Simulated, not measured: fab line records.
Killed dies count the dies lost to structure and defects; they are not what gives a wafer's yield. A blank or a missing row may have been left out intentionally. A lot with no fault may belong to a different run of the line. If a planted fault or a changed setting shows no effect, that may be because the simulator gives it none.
fab line records	flow n5-finfet
record lots=7	wafers=39
route steps=1938 shown PMOS_HMC_CHANNEL_EPI@64 FIN_SAQP@120 SD_EPI_N@269 HKMG_FIN@429 BEOL_M0_SAQP@638 BEOL_M1@813 BEOL_M2@887 BEOL_M4@1021 BEOL_M6@1230 BEOL_M10@1512 BEOL_M13@1694 MIM_BOT@1833 PASSIVATION@1923
start-h: start of the lot's first displayed wafer, in hours after the record's first day	wait-h: hours since the lot's step before	" unchanged from the row above	L1.1+2: one row covering several wafers at once	- value missing, or start not given	* or withheld: withheld	< > ~ a bound
route shown NAME@n: a module of which the file shows steps, and the number in the route of the first	usual: mean/standard deviation taken from wafers without a fault	same: alike in all rows	chamber/n: place in a boat	sites: each site's reading	_std_site: standard deviation across them	_edge_site: outer sites' mean less inner sites'	radius-mm: for every site, how far away it sits from the centre of the wafer	mask NAME#n: copy n	behind: tool/chamber where the wafer was last shaped	hold: the reason the lot was held/the length of the hold in hours/how it ended	device: which transistor (n, p or np) failed to switch	end of line: the route-end tests of the same wafers	a step without rows: its recipe alone	killed: at the first sort, the dies lost to defects and structure; wafer yield is something else	map: a wafer's dies, x killed, . not, _ none there
set.NAME: setting as actually run; set.NAME@STEP: the setting as run at that earlier step	model.NAME: the simulator's own value behind a step, which no gauge read
lots whose settings were changed on purpose; a table a step, a row a wafer
## steps
# step N5_PMOS_HMC_CHANNEL_EPI_DEVELOP_08
# recipe develop-time-s=30	developer=TMAH	resist=CAR-ArF-block	dev-temp-c=23	rinse-liquid=diw	dry=air-spin
# step N5_FIN_SAQP_MANDREL_ETCH_22
# recipe target-depth-a=600	chemistry=HBr/Cl2	target=a-Si	stop-on=SiNx	bt-time-s=10	over-etch-frac=0.5	time-s=30	pressure-mtorr=10	icp-w=800	bias-w=75	HBr_flow_sccm=150	Cl2_flow_sccm=80	ends=end-point
# step N5_SD_EPI_N_DEVELOP_08
# step N5_HKMG_FIN_DEVELOP_11
# recipe develop-time-s=30	developer=TMAH	resist=CAR-ArF	dev-temp-c=23	rinse-liquid=diw	dry=air-spin
# step N5_BEOL_M0_SAQP_PECVD_04
# recipe material=a-Si	target-thk-a=600	temp-c=350	precursor=SiH4/He	pressure-torr=3	rf-w=100	time-s=60.2
# step N5_BEOL_M1_CVD_47
# recipe material=Co	target-thk-a=30	temp-c=withheld	precursor=CCTBA/H2	pressure-torr=30	time-s=223.8
# step N5_BEOL_M2_VIA_ETCH_34
# recipe chemistry=C4F6/O2	target-depth-a=694	mask-material=SOC	pressure-mtorr=15	ion-energy-ev=250	taper-deg=4	time-s=65.9	source-w=350	bias-w=170	Ar_flow_sccm=300	C4F6_flow_sccm=10	O2_flow_sccm=10
# step N5_BEOL_M4_ILD_DEP_00
# recipe material=SiOC	target-thk-a=790	temp-c=350	precursor=DEMS/O2	pressure-torr=5	rf-w=500	time-s=15.3
# step N5_BEOL_M6_DESCUM_33
# recipe chemistry=O2	time-s=7	source-power-w=50	bias-power-w=20	pressure-mtorr=20	rf-frequency-hz=2.712e+07	temp-c=40	resist=CAR-EUV	o2-flow-sccm=225
# step N5_BEOL_M10_TRENCH_ETCH_37
# recipe chemistry=C4F6/O2	target-depth-a=1488.3	target=SiCOH_lowk	time-s=48	ion-energy-ev=250	pressure-mtorr=30	source-w=345	bias-w=185	Ar_flow_sccm=300	C4F6_flow_sccm=10	O2_flow_sccm=10
# step N5_BEOL_M13_ETCH_68
# recipe chemistry=N2/H2	target=SOC	mask-material=SiARC	source-w=3000	bias-w=350	temp-c=40	time-s=355	ion-energy-ev=200	pressure-mtorr=30	n2-flow-sccm=200	h2-flow-sccm=200
# step N5_MIM_BOT_SPUTTER_00
# recipe material=TiN	target-thk-a=350	temp-c=200	power-w=3000	chamber-pressure-pa=0.49996	gas=Ar	reactive-partial-pa=0.37997	time-s=89.7
# step N5_PASSIVATION_DEVELOP_43
# recipe develop-time-s=60	rinse-liquid=diw	dry=air-spin	dev-temp-c=21
# step N5_PASSIVATION_PROBE_49
# usual defect-limited-yield=91.2/1.3	killed-at-other=4/3.3	killed-dies=104/15	sort-n-pass=1076/15
lot.wafer	tool	chamber	start-h	wait-h	set.develop-time-s@PMOS_HMC_CHANNEL_EPI_DEVELOP_08	set.target-depth-a@FIN_SAQP_MANDREL_ETCH_22	set.develop-time-s@SD_EPI_N_DEVELOP_08	set.develop-time-s@HKMG_FIN_DEVELOP_11	set.time-s@BEOL_M0_SAQP_PECVD_04	set.target-thk-a@BEOL_M1_CVD_47	set.target-depth-a@BEOL_M2_VIA_ETCH_34	set.target-thk-a@BEOL_M4_ILD_DEP_00	set.time-s@BEOL_M6_DESCUM_33	set.target-depth-a@BEOL_M10_TRENCH_ETCH_37	set.time-s@BEOL_M13_ETCH_68	set.target-thk-a@MIM_BOT_SPUTTER_00	set.develop-time-s@PASSIVATION_DEVELOP_43	defect-limited-yield[%]	killed-at-other	killed-dies	sort-n-pass
L074.1	prober-01	-	316.14	0.0	14.44	600	41.4	30	60.2	41.75	921.5	790	7	1488.3	355	463	60	19.1	848	955	225
L074.2	prober-01	-	316.19	0.1	30	883.1	30	46.49	60.2	30	921.5	790	11.12	1488.3	293.6	463	60	19.1	857	955	225
L074.3	prober-01	-	316.24	0.1	14.44	883.1	41.4	30	86.89	30	694	938.8	11.12	1488.3	355	350	60	90.8	5	108	1072
L074.4	prober-01	-	316.29	0.2	30	600	41.4	46.49	60.2	41.75	694	938.8	7	1488.3	293.6	350	60	90.6	1	111	1069
L074.5	prober-01	-	316.34	0.2	30	600	30	30	86.89	30	694	790	7	1488.3	293.6	350	60	79.1	3	247	933
L074.6	prober-01	-	316.39	0.3	14.44	883.1	30	46.49	86.89	41.75	921.5	938.8	11.12	1488.3	355	463	60	16.3	828	988	192
L075.1	prober-02	-	337.36	0.0	14.06	757.6	30	40.63	60.2	30	694	790	7	1488.3	355	350	60	92.7	4	86	1094
L075.2	prober-02	-	337.41	0.1	14.06	600	30	30	60.2	30	342.7	790	5.695	1715	355	522	60	0	1049	1180	0
L075.3	prober-02	-	337.46	0.1	30	757.6	30	30	60.2	30	342.7	790	5.695	1488.3	355	522	60	0	1063	1180	0
L075.4	prober-02	-	337.51	0.2	14.06	600	30	30	86.44	30	694	790	7	1715	355	522	26.21	0	1021	1180	0
L075.5	prober-02	-	337.56	0.2	30	600	30	40.63	86.44	30	694	790	5.695	1488.3	355	350	26.21	78.9	5	249	931
L075.6	prober-02	-	337.61	0.3	30	757.6	30	40.63	86.44	30	342.7	790	7	1715	355	350	26.21	86.2	3	163	1017
L077.1	prober-01	-	341.28	0.0	30	600	30	44.94	60.2	30	488.2	790	7	1488.3	355	526	60	0	1086	1180	0
L077.2	prober-01	-	341.33	0.1	45.5	600	30	44.94	81.25	30	488.2	979.1	8.744	1488.3	355	350	60	88.2	2	139	1041
L077.3	prober-01	-	341.38	0.1	30	752	30	30	60.2	30	488.2	790	8.744	1488.3	181.6	526	60	0	1077	1180	0
L077.4	prober-01	-	341.43	0.2	45.5	752	30	44.94	60.2	30	694	979.1	7	1488.3	181.6	350	60	91.7	7	98	1082
L077.5	prober-01	-	341.48	0.2	45.5	600	30	30	81.25	30	694	790	7	1488.3	355	350	60	89.3	4	126	1054
L077.6	prober-01	-	341.53	0.3	30	752	30	30	81.25	30	694	979.1	8.744	1488.3	181.6	526	60	0	1064	1180	0
L078.1	prober-02	-	348.81	0.0	30	462.8	30	30	60.2	40.3	694	790	7	1488.3	355	350	60	90.8	1	109	1071
L078.2	prober-02	-	348.86	0.1	44.25	600	30	30	45.95	30	286.7	790	7	1488.3	467	350	69.56	47.1	8	624	556
L078.3	prober-02	-	348.91	0.1	30	600	22.74	30	60.2	30	694	790	7	1488.3	467	508	60	0	1081	1180	0
L078.4	prober-02	-	348.96	0.2	44.25	462.8	22.74	30	60.2	30	286.7	790	7	1488.3	355	508	69.56	0	606	1180	0
L078.5	prober-02	-	349.01	0.2	30	462.8	30	30	45.95	40.3	694	790	7	1488.3	355	508	69.56	0	1067	1180	0
L078.6	prober-02	-	349.06	0.3	44.25	600	22.74	30	45.95	40.3	286.7	790	7	1488.3	467	350	60	41.5	7	690	490
L082.1	prober-01	-	360.90	0.0	30	737.7	30	14.02	60.2	30	694	790	7	1488.3	532.5	507.6	86.98	0	1089	1180	0
L082.2	prober-01	-	360.95	0.1	30	600	12.99	30	60.2	30	466.9	790	4.628	1488.3	532.5	507.6	60	0	1099	1180	0
L082.3	prober-01	-	361.00	0.1	45.58	600	12.99	14.02	60.2	46.21	694	790	4.628	1488.3	355	350	86.98	85.2	9	175	1005
L082.4	prober-01	-	361.05	0.2	45.58	600	30	30	60.2	30	466.9	790	7	1488.3	355	507.6	86.98	0	1072	1180	0
L082.5	prober-01	-	361.10	0.2	45.58	737.7	12.99	30	60.2	46.21	694	790	7	1488.3	355	350	60	88.5	7	136	1044
L082.6	prober-01	-	361.15	0.3	30	737.7	30	14.02	60.2	46.21	466.9	790	4.628	1488.3	532.5	350	60	89.3	20	126	1054
L088.2	prober-02	-	395.86	0.1	30	600	30	30	60.2	30	694	790	7	1488.3	355	350	60	90.9	3	107	1073
L088.3	prober-02	-	395.91	0.1	30	600	30	30	60.2	30	694	790	7	1488.3	355	350	60	92.1	0	93	1087
L088.4	prober-02	-	395.96	0.2	30	600	30	30	60.2	30	694	790	7	1488.3	355	350	60	92.4	6	90	1090
L087.1	prober-02	-	397.02	0.0	20.24	693.2	30	38.04	60.2	40	1078	909.6	7	1488.3	542.6	227	50.62	88.7	2	133	1047
L087.2	prober-02	-	397.07	0.1	30	600	30	38.04	60.2	30	1078	790	7	1176	355	227	50.62	89.8	1	120	1060
L087.3	prober-02	-	397.12	0.1	20.24	600	30	30	60.2	30	1078	790	7	1488.3	542.6	350	50.62	89.9	3	119	1061
L087.4	prober-02	-	397.17	0.2	30	693.2	30	38.04	60.2	30	694	909.6	7	1176	542.6	227	60	91.1	2	105	1075
L087.5	prober-02	-	397.22	0.2	20.24	600	30	30	60.2	40	694	909.6	7	1488.3	355	350	60	89.5	5	124	1056
L087.6	prober-02	-	397.27	0.3	30	693.2	30	30	60.2	40	694	790	7	1176	355	350	60	89.2	3	127	1053
# killed by level:class
L074.1 MIM_BOT:area-sputter=846 BEOL_M1:area-ecd=12 BEOL_M3:geometric-particle:short=11 FIN_SAQP:geometric-particle:short=9 STI_FIN_REVEAL:geometric-particle:open=9 BEOL_M4:geometric-particle:open=7 BEOL_M3:geometric-particle:open=6 BEOL_M2:geometric-particle:short=5
L074.2 MIM_BOT:area-sputter=856 MOL_CONTACT_COAG:geometric-particle:open=16 FIN_SAQP:geometric-particle:open=10 BEOL_M2:geometric-particle:open=8 BEOL_M4:geometric-particle:open=8 BEOL_M3:geometric-particle:open=6 STI_FIN_REVEAL:geometric-particle:open=5 GATE_CUT:geometric-particle:short=5
L074.3 FIN_SAQP:geometric-particle:short=13 STI_FIN_REVEAL:geometric-particle:open=11 BEOL_M0_SAQP:area-etch=11 BEOL_M0_SAQP:geometric-particle:short=10 BEOL_M4:geometric-particle:open=8 BEOL_M0_SAQP:geometric-particle:open=7 BEOL_M2:geometric-particle:open=6 BEOL_M3:geometric-particle:short=5
L074.4 BEOL_M3:geometric-particle:short=15 FIN_SAQP:geometric-particle:short=14 FIN_SAQP:geometric-particle:open=10 MOL_CONTACT_COAG:geometric-particle:open=9 STI_FIN_REVEAL:geometric-particle:open=8 BEOL_M3:geometric-particle:open=5 BEOL_M2:geometric-particle:open=4 BEOL_M2:geometric-particle:short=4
L074.5 BEOL_M0_SAQP:area-etch=127 BEOL_M3:geometric-particle:short=14 BEOL_M3:geometric-particle:open=12 BEOL_M2:geometric-particle:short=10 BEOL_M4:geometric-particle:open=9 BEOL_M0_SAQP:geometric-particle:open=8 BEOL_M2:geometric-particle:open=7 FIN_SAQP:geometric-particle:short=6
L074.6 MIM_BOT:area-sputter=824 BEOL_M0_SAQP:area-etch=47 FIN_SAQP:geometric-particle:open=17 FIN_SAQP:geometric-particle:short=14 STI_FIN_REVEAL:geometric-particle:open=7 MOL_CONTACT_COAG:geometric-particle:open=7 BEOL_M1:area-ecd=7 BEOL_M1:geometric-particle:open=6
L075.1 MOL_CONTACT_COAG:geometric-particle:open=9 BEOL_M0_SAQP:geometric-particle:short=9 BEOL_M0_SAQP:geometric-particle:open=9 BEOL_M4:geometric-particle:open=8 FIN_SAQP:geometric-particle:short=5 BEOL_M0:geometric-particle:open=5 BEOL_M3:geometric-particle:open=5 BEOL_M6:geometric-particle:open=4
L075.2 MIM_BOT:area-sputter=1047 BEOL_M2:area-etch=50 MOL_CONTACT_COAG:geometric-particle:open=11 BEOL_M2:geometric-particle:open=9 FIN_SAQP:geometric-particle:short=5 DUMMY_GATE:geometric-particle:open=5 MOL_CONTACT_COAG:geometric-particle:short=5 BEOL_M0_SAQP:geometric-particle:open=5
L075.3 MIM_BOT:area-sputter=1061 BEOL_M2:area-etch=42 FIN_SAQP:geometric-particle:open=7 MOL_CONTACT_COAG:geometric-particle:open=7 BEOL_M2:geometric-particle:open=7 BEOL_M0_SAQP:geometric-particle:short=5 DUMMY_GATE:geometric-particle:open=4 GATE_CUT:geometric-particle:short=4
L075.4 MIM_BOT:area-sputter=1016 BEOL_M0_SAQP:area-etch=61 FIN_SAQP:geometric-particle:open=14 MOL_CONTACT_COAG:geometric-particle:open=14 BEOL_M0_SAQP:geometric-particle:short=8 STARTING-WAFER:geometric-particle:short=7 MOL_CONTACT_COAG:geometric-particle:short=6 BEOL_M4:geometric-particle:open=5
L075.5 BEOL_M0_SAQP:area-etch=139 MOL_CONTACT_COAG:geometric-particle:open=14 BEOL_M0_SAQP:geometric-particle:open=10 BEOL_M4:geometric-particle:open=8 FIN_SAQP:geometric-particle:short=7 BEOL_M0_SAQP:geometric-particle:short=7 BEOL_M1:geometric-particle:open=7 ILD0:geometric-particle:open=6
L075.6 BEOL_M2:area-etch=52 MOL_CONTACT_COAG:geometric-particle:open=18 BEOL_M0_SAQP:area-etch=15 BEOL_M0_SAQP:geometric-particle:open=12 BEOL_M0_SAQP:geometric-particle:short=8 FIN_SAQP:geometric-particle:open=7 GATE_CUT:geometric-particle:short=6 BEOL_M3:geometric-particle:open=5
L077.1 MIM_BOT:area-sputter=1080 MOL_CONTACT_COAG:geometric-particle:open=10 FIN_SAQP:geometric-particle:short=8 STI_FIN_REVEAL:geometric-particle:open=7 BEOL_M4:geometric-particle:open=7 BEOL_M3:geometric-particle:open=6 FIN_SAQP:geometric-particle:open=5 BEOL_M0_SAQP:geometric-particle:short=5
L077.2 FIN_SAQP:geometric-particle:open=34 MOL_CONTACT_COAG:geometric-particle:open=16 STI_FIN_REVEAL:geometric-particle:open=11 FIN_SAQP:geometric-particle:short=9 BEOL_M3:geometric-particle:open=8 BEOL_M0_SAQP:geometric-particle:open=6 BEOL_M2:geometric-particle:open=6 DUMMY_GATE:geometric-particle:open=4
L077.3 MIM_BOT:area-sputter=1074 FIN_SAQP:geometric-particle:open=15 STI_FIN_REVEAL:geometric-particle:open=11 BEOL_M3:geometric-particle:open=8 FIN_SAQP:geometric-particle:short=6 BEOL_M0:geometric-particle:open=6 BEOL_M4:geometric-particle:open=6 MOL_CONTACT_COAG:geometric-particle:open=5
L077.4 DUMMY_GATE:geometric-particle:open=9 FIN_SAQP:geometric-particle:open=8 STI_FIN_REVEAL:geometric-particle:open=7 GATE_CUT:geometric-particle:short=5 BEOL_M3:geometric-particle:open=5 BEOL_M0_SAQP:geometric-particle:short=4 FIN_SAQP:geometric-particle:short=4 BEOL_M0:geometric-particle:open=4
L077.5 STI_FIN_REVEAL:geometric-particle:open=15 FIN_SAQP:geometric-particle:open=14 FIN_SAQP:geometric-particle:short=9 BEOL_M4:geometric-particle:open=9 BEOL_M0_SAQP:geometric-particle:short=7 BEOL_M0_SAQP:geometric-particle:open=6 BEOL_M2:geometric-particle:open=6 GATE_CUT:geometric-particle:short=5
L077.6 MIM_BOT:area-sputter=1058 FIN_SAQP:geometric-particle:open=12 MOL_CONTACT_COAG:geometric-particle:open=12 BEOL_M3:geometric-particle:open=11 STI_FIN_REVEAL:geometric-particle:open=9 BEOL_M2:geometric-particle:open=9 FIN_SAQP:geometric-particle:short=7 BEOL_M0_SAQP:geometric-particle:open=6
L078.1 BEOL_M0_SAQP:geometric-particle:short=16 BEOL_M0_SAQP:geometric-particle:open=16 MOL_CONTACT_COAG:geometric-particle:open=10 STI_FIN_REVEAL:geometric-particle:open=8 GATE_CUT:geometric-particle:short=8 GATE_CUT:geometric-particle:open=5 BEOL_M3:geometric-particle:open=4 BEOL_M4:geometric-particle:open=4
L078.2 BEOL_M2:area-etch=532 BEOL_M0_SAQP:geometric-particle:open=10 BEOL_M0_SAQP:geometric-particle:short=8 BEOL_M2:geometric-particle:open=8 MOL_CONTACT_COAG:geometric-particle:open=6 BEOL_M5:geometric-particle:open=6 STARTING-WAFER:geometric-particle:short=6 BEOL_M1:geometric-particle:short=5
L078.3 MIM_BOT:area-sputter=1080 STI_FIN_REVEAL:geometric-particle:open=10 BEOL_M0_SAQP:geometric-particle:short=10 BEOL_M2:geometric-particle:open=10 MOL_CONTACT_COAG:geometric-particle:open=9 BEOL_M3:geometric-particle:open=9 BEOL_M0_SAQP:geometric-particle:open=8 GATE_CUT:geometric-particle:short=5
L078.4 MIM_BOT:area-sputter=604 BEOL_M2:area-etch=444 MOL_CONTACT_COAG:geometric-particle:open=18 STI_FIN_REVEAL:geometric-particle:open=13 BEOL_M4:geometric-particle:open=10 MOL_CONTACT_COAG:geometric-particle:short=9 BEOL_M0_SAQP:geometric-particle:open=9 BEOL_M3:geometric-particle:open=8
L078.5 MIM_BOT:area-sputter=1062 STI_FIN_REVEAL:geometric-particle:open=24 BEOL_M0_SAQP:geometric-particle:short=11 BEOL_M0_SAQP:geometric-particle:open=7 GATE_CUT:geometric-particle:short=6 MOL_CONTACT_COAG:geometric-particle:open=6 FIN_SAQP:geometric-particle:open=5 GATE_CUT:geometric-particle:open=5
L078.6 BEOL_M2:area-etch=579 BEOL_M2:geometric-particle:open=13 STI_FIN_REVEAL:geometric-particle:open=12 GATE_CUT:geometric-particle:open=7 MOL_CONTACT_COAG:geometric-particle:open=7 BEOL_M4:geometric-particle:open=6 HKMG_FIN:area-etch=6 BEOL_M0_SAQP:geometric-particle:open=5
L082.1 MIM_BOT:area-sputter=1070 BEOL_M2:geometric-particle:open=11 BEOL_M4:geometric-particle:open=11 STI_FIN_REVEAL:geometric-particle:open=8 MIM_TOP_ETCH:geometric-particle:open=8 MOL_CONTACT_COAG:geometric-particle:open=7 BEOL_M1:geometric-particle:open=7 MIM_TOP_ETCH:geometric-particle:short=6
L082.2 MIM_BOT:area-sputter=1091 BEOL_M2:geometric-particle:open=8 BEOL_M3:geometric-particle:open=7 DUMMY_GATE:geometric-particle:open=6 MOL_CONTACT_COAG:geometric-particle:open=5 STI_FIN_REVEAL:geometric-particle:open=5 BEOL_M7:geometric-particle:open=5 FIN_SAQP:geometric-particle:short=4
L082.3 BEOL_M1:area-ecd=72 BEOL_M3:geometric-particle:open=11 BEOL_M2:geometric-particle:open=9 FIN_SAQP:geometric-particle:short=5 BEOL_M5:geometric-particle:open=5 GATE_CUT:geometric-particle:short=5 BEOL_M0_SAQP:geometric-particle:short=5 BEOL_M1:geometric-particle:open=5
L082.4 MIM_BOT:area-sputter=1065 BEOL_M2:geometric-particle:open=16 BEOL_M4:geometric-particle:open=12 BEOL_M3:geometric-particle:open=7 MOL_CONTACT_COAG:geometric-particle:open=5 BEOL_M0_SAQP:geometric-particle:open=5 BEOL_M0_SAQP:geometric-particle:short=5 BEOL_M1:geometric-particle:open=5
L082.5 BEOL_M1:area-ecd=28 MOL_CONTACT_COAG:geometric-particle:open=18 BEOL_M2:geometric-particle:open=8 DUMMY_GATE:geometric-particle:open=7 FIN_SAQP:geometric-particle:short=6 BEOL_M0_SAQP:geometric-particle:short=6 STI_FIN_REVEAL:geometric-particle:open=5 BEOL_M1:geometric-particle:open=4
L082.6 BEOL_M1:area-ecd=16 BEOL_M4:geometric-particle:open=9 DUMMY_GATE:geometric-particle:open=8 FIN_SAQP:geometric-particle:short=7 MOL_CONTACT_COAG:geometric-particle:open=7 FIN_SAQP:geometric-particle:open=6 BEOL_M1:geometric-particle:open=6 MIM_BOT:geometric-particle:open=6
L088.2 FIN_SAQP:geometric-particle:short=25 FIN_SAQP:geometric-particle:open=14 BEOL_M0_SAQP:geometric-particle:short=8 MOL_CONTACT_COAG:geometric-particle:open=6 BEOL_M0_SAQP:geometric-particle:open=6 BEOL_M2:geometric-particle:open=5 DUMMY_GATE:geometric-particle:open=3 DUMMY_GATE:geometric-particle:short=3
L088.3 FIN_SAQP:geometric-particle:open=9 MOL_CONTACT_COAG:geometric-particle:open=9 BEOL_M1:geometric-particle:open=9 FIN_SAQP:geometric-particle:short=8 BEOL_M0_SAQP:geometric-particle:short=8 STI_FIN_REVEAL:geometric-particle:open=5 MOL_CONTACT_COAG:geometric-particle:short=5 BEOL_M0_SAQP:geometric-particle:open=5
L088.4 MOL_CONTACT_COAG:geometric-particle:open=20 FIN_SAQP:geometric-particle:open=9 BEOL_M0_SAQP:geometric-particle:open=8 BEOL_M1:geometric-particle:open=6 STI_FIN_REVEAL:geometric-particle:open=4 BEOL_M0_SAQP:geometric-particle:short=4 PAD_METAL:geometric-particle:short=4 STARTING-WAFER:geometric-particle:short=3
L087.1 STI_FIN_REVEAL:geometric-particle:open=20 MOL_CONTACT_COAG:geometric-particle:open=20 FIN_SAQP:geometric-particle:short=10 BEOL_M1:geometric-particle:open=8 BEOL_M0_SAQP:geometric-particle:short=6 BEOL_M0_SAQP:geometric-particle:open=6 DUMMY_GATE:geometric-particle:open=5 BEOL_M3:geometric-particle:open=5
L087.2 MOL_CONTACT_COAG:geometric-particle:open=35 MOL_CONTACT_COAG:geometric-particle:short=9 FIN_SAQP:geometric-particle:short=7 BEOL_M0_SAQP:geometric-particle:short=6 GATE_CUT:geometric-particle:short=6 BEOL_M4:geometric-particle:open=5 FIN_SAQP:geometric-particle:open=4 BEOL_M0_SAQP:geometric-particle:open=4
L087.3 MOL_CONTACT_COAG:geometric-particle:open=20 BEOL_M1:geometric-particle:open=11 BEOL_M3:geometric-particle:open=11 BEOL_M0_SAQP:geometric-particle:short=9 STI_FIN_REVEAL:geometric-particle:open=7 FIN_SAQP:geometric-particle:short=6 FIN_SAQP:geometric-particle:open=6 MOL_CONTACT_COAG:geometric-particle:short=6
L087.4 MOL_CONTACT_COAG:geometric-particle:open=22 STI_FIN_REVEAL:geometric-particle:open=9 DUMMY_GATE:geometric-particle:open=8 FIN_SAQP:geometric-particle:open=7 FIN_SAQP:geometric-particle:short=6 MOL_CONTACT_COAG:geometric-particle:short=5 BEOL_M0_SAQP:geometric-particle:open=5 BEOL_M4:geometric-particle:open=5
L087.5 MOL_CONTACT_COAG:geometric-particle:open=15 FIN_SAQP:geometric-particle:open=14 STI_FIN_REVEAL:geometric-particle:open=9 DUMMY_GATE:geometric-particle:open=9 BEOL_M1:geometric-particle:open=8 FIN_SAQP:geometric-particle:short=7 BEOL_M0_SAQP:geometric-particle:short=7 MOL_CONTACT_COAG:geometric-particle:short=5
L087.6 MOL_CONTACT_COAG:geometric-particle:open=23 FIN_SAQP:geometric-particle:open=9 STI_FIN_REVEAL:geometric-particle:open=9 DUMMY_GATE:geometric-particle:open=8 BEOL_M1:geometric-particle:open=8 FIN_SAQP:geometric-particle:short=7 GATE_CUT:geometric-particle:short=6 BEOL_M3:geometric-particle:open=5
## key
split step=N5_PMOS_HMC_CHANNEL_EPI_DEVELOP_08	setting=develop-time-s	stated-as=30
response none clear
split step=N5_FIN_SAQP_MANDREL_ETCH_22	setting=target-depth-a	stated-as=600
response none clear
split step=N5_SD_EPI_N_DEVELOP_08	setting=develop-time-s	stated-as=30
response none clear
split step=N5_HKMG_FIN_DEVELOP_11	setting=develop-time-s	stated-as=30
response none clear
split step=N5_BEOL_M0_SAQP_PECVD_04	setting=time-s	stated-as=60.2
response none clear
split step=N5_BEOL_M1_CVD_47	setting=target-thk-a	stated-as=30
response none clear
split step=N5_BEOL_M2_VIA_ETCH_34	setting=target-depth-a	stated-as=694
response none clear
split step=N5_BEOL_M4_ILD_DEP_00	setting=target-thk-a	stated-as=790
response none clear
split step=N5_BEOL_M6_DESCUM_33	setting=time-s	stated-as=7
response none clear
split step=N5_BEOL_M10_TRENCH_ETCH_37	setting=target-depth-a	stated-as=1488.3
response none clear
split step=N5_BEOL_M13_ETCH_68	setting=time-s	stated-as=355
response none clear
split step=N5_MIM_BOT_SPUTTER_00	setting=target-thk-a	stated-as=350
response step=N5_PASSIVATION_PROBE_49	reading=killed-at-other	slope=+19.8	per=1%	together-with=all	explained=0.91
response step=N5_PASSIVATION_PROBE_49	reading=killed-dies	slope=+19.1	per=1%	together-with=all	explained=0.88
response step=N5_PASSIVATION_PROBE_49	reading=defect-limited-yield	slope=-1.61	per=1%	together-with=all	explained=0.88
response step=N5_PASSIVATION_PROBE_49	reading=sort-n-pass	slope=-19.1	per=1%	together-with=all	explained=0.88
split step=N5_PASSIVATION_DEVELOP_43	setting=develop-time-s	stated-as=60
response none clear
